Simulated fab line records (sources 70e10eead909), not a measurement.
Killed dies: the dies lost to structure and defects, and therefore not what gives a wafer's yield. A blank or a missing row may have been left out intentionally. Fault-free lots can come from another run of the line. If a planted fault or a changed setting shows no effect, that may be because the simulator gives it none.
Check of tool commonality / flow nandHarc / 42 wafers sampled across 12 lots

== REASON IT WAS OPENED ==
On 2 of the 12 lots, a flag is raised at NHARC_A_ONON_D1_THK_MEAS_30 on the reading thkNm. Fault-free wafers read 1000 nm, with a standard deviation of 9.5.
Rule: a lot is flagged in two cases, either no wafer of it has a number, or all its wafers with numbers fall more than 4 standard deviations from that mean. All remaining lots are regarded as sound.

lot=L178; measured=day 8 15:34; on=filmMetro-02; thkNm (nm), wafer by wafer=999 997 999; flag=
lot=L179; measured=day 9 00:10; on=filmMetro-01; thkNm (nm), wafer by wafer=991 991 990; flag=
lot=L180; measured=day 9 17:23; on=filmMetro-01; thkNm (nm), wafer by wafer=986 985 986; flag=
lot=L181; measured=day 9 17:25; on=filmMetro-02; thkNm (nm), wafer by wafer=992 991 992; flag=
lot=L186; measured=day 12 09:36; on=filmMetro-02; thkNm (nm), wafer by wafer=1007 1006 1009; flag=
lot=L192; measured=day 14 11:15; on=filmMetro-01; thkNm (nm), wafer by wafer=1023 1022 1026; flag=
lot=L193; measured=day 15 12:16; on=filmMetro-02; thkNm (nm), wafer by wafer=1010 1008 1011; flag=
lot=L195; measured=day 16 01:55; on=filmMetro-02; thkNm (nm), wafer by wafer=629 629 628 628 627 628; flag=FLAGGED
lot=L197; measured=day 16 17:47; on=filmMetro-01; thkNm (nm), wafer by wafer=632 631 631 631 632 630; flag=FLAGGED
lot=L198; measured=day 17 06:22; on=filmMetro-01; thkNm (nm), wafer by wafer=1011 1009 1011; flag=
lot=L199; measured=day 17 10:24; on=filmMetro-02; thkNm (nm), wafer by wafer=1010 1014 1009; flag=
lot=L200; measured=day 17 10:25; on=filmMetro-02; thkNm (nm), wafer by wafer=995 994 996; flag=
Average over the flagged lots: 630 nm; offset from the usual -370 nm, equal to -39 standard deviations.

== LOT BY LOT: THE TOOL USED ==
2 process steps preceding the reading are held in the record, out of 1302 steps in the route. Read each cell as the tool, then ch plus the chambers that the sampled wafers visited, then the start.
lot=L178; flag=; NHARC_A_ZERO_WELL_RTA_16=rtpAnneal-01 ch 0, day 7 05:44; NHARC_A_ONON_D1_DEP_28=pecvdOnon-03 ch 0, day 8 15:04
lot=L179; flag=; NHARC_A_ZERO_WELL_RTA_16=rtpAnneal-02 ch 0, day 7 14:36; NHARC_A_ONON_D1_DEP_28=pecvdOnon-01 ch 0, day 8 23:39
lot=L180; flag=; NHARC_A_ZERO_WELL_RTA_16=rtpAnneal-02 ch 0, day 8 06:57; NHARC_A_ONON_D1_DEP_28=pecvdOnon-01 ch 0, day 9 16:56
lot=L181; flag=; NHARC_A_ZERO_WELL_RTA_16=rtpAnneal-02 ch 0, day 8 10:42; NHARC_A_ONON_D1_DEP_28=pecvdOnon-02 ch 0, day 9 16:57
lot=L186; flag=; NHARC_A_ZERO_WELL_RTA_16=rtpAnneal-02 ch 0, day 10 21:14; NHARC_A_ONON_D1_DEP_28=pecvdOnon-03 ch 0, day 12 09:05
lot=L192; flag=; NHARC_A_ZERO_WELL_RTA_16=rtpAnneal-01 ch 0, day 13 03:06; NHARC_A_ONON_D1_DEP_28=pecvdOnon-01 ch 0, day 14 10:44
lot=L193; flag=; NHARC_A_ZERO_WELL_RTA_16=rtpAnneal-01 ch 0, day 14 04:05; NHARC_A_ONON_D1_DEP_28=pecvdOnon-03 ch 0, day 15 11:46
lot=L195; flag=FLAGGED; NHARC_A_ZERO_WELL_RTA_16=rtpAnneal-01 ch 0, day 14 16:57; NHARC_A_ONON_D1_DEP_28=pecvdOnon-01 ch 0, day 16 01:28
lot=L197; flag=FLAGGED; NHARC_A_ZERO_WELL_RTA_16=rtpAnneal-01 ch 0, day 15 08:14; NHARC_A_ONON_D1_DEP_28=pecvdOnon-01 ch 0, day 16 17:24
lot=L198; flag=; NHARC_A_ZERO_WELL_RTA_16=rtpAnneal-01 ch 0, day 15 20:37; NHARC_A_ONON_D1_DEP_28=pecvdOnon-03 ch 0, day 17 05:55
lot=L199; flag=; NHARC_A_ZERO_WELL_RTA_16=rtpAnneal-02 ch 0, day 16 01:08; NHARC_A_ONON_D1_DEP_28=pecvdOnon-03 ch 0, day 17 09:53
lot=L200; flag=; NHARC_A_ZERO_WELL_RTA_16=rtpAnneal-01 ch 0, day 16 02:20; NHARC_A_ONON_D1_DEP_28=pecvdOnon-02 ch 0, day 17 10:04
What the steps here do:
- NHARC_A_ZERO_WELL_RTA_16: time 10 s.
- NHARC_A_ONON_D1_DEP_28: target thk 1000 nm.
- NHARC_A_ONON_D1_THK_MEAS_30: measures by ellipsometry.

== FLAGGED OVER TOTAL, TOOL BY TOOL (the gauges that took the reading come last) ==
step=NHARC_A_ZERO_WELL_RTA_16; tool=rtpAnneal-01; lots run=7; flagged=2; share of the flagged lots=all; sound lots run after its first flagged lot=2 (L198,L200)
step=NHARC_A_ZERO_WELL_RTA_16; tool=rtpAnneal-02; lots run=5; flagged=0; share of the flagged lots=none; sound lots run after its first flagged lot=-
step=NHARC_A_ONON_D1_DEP_28; tool=pecvdOnon-01; lots run=5; flagged=2; share of the flagged lots=all; sound lots run after its first flagged lot=0
step=NHARC_A_ONON_D1_DEP_28; tool=pecvdOnon-02; lots run=2; flagged=0; share of the flagged lots=none; sound lots run after its first flagged lot=-
step=NHARC_A_ONON_D1_DEP_28; tool=pecvdOnon-03; lots run=5; flagged=0; share of the flagged lots=none; sound lots run after its first flagged lot=-
step=NHARC_A_ONON_D1_THK_MEAS_30; tool=filmMetro-01; lots run=5; flagged=1; share of the flagged lots=some; sound lots run after its first flagged lot=1 (L198)
step=NHARC_A_ONON_D1_THK_MEAS_30; tool=filmMetro-02; lots run=7; flagged=1; share of the flagged lots=some; sound lots run after its first flagged lot=2 (L199,L200)

== THE TABLE: WHAT IT ALLOWS ==
Rows of the table that ran all the flagged lots, 2 in number: rtpAnneal-01 at NHARC_A_ZERO_WELL_RTA_16; pecvdOnon-01 at NHARC_A_ONON_D1_DEP_28.
- rtpAnneal-01 at NHARC_A_ZERO_WELL_RTA_16 ran 7 lots, 2 of them flagged. Sound lots ran on it after the first flagged one (L198, L200), which a lasting fault on the whole tool wouldn't allow.
- pecvdOnon-01 at NHARC_A_ONON_D1_DEP_28 ran 5 lots, 2 of them flagged. Its last sound lot is L192 (day 14 10:44), its first flagged lot L195 (day 16 01:28): a fault that began between those two fits.
Just one tool remains: pecvdOnon-01 at NHARC_A_ONON_D1_DEP_28.

== WHAT HAD BEEN PUT IN BY THE SIMULATOR ==
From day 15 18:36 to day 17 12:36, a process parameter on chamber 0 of pecvdOnon-01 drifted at NHARC_A_ONON_D1_DEP_28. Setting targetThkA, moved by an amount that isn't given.
Lots struck among those shown: L195, L197. The rule above reached the same finding.
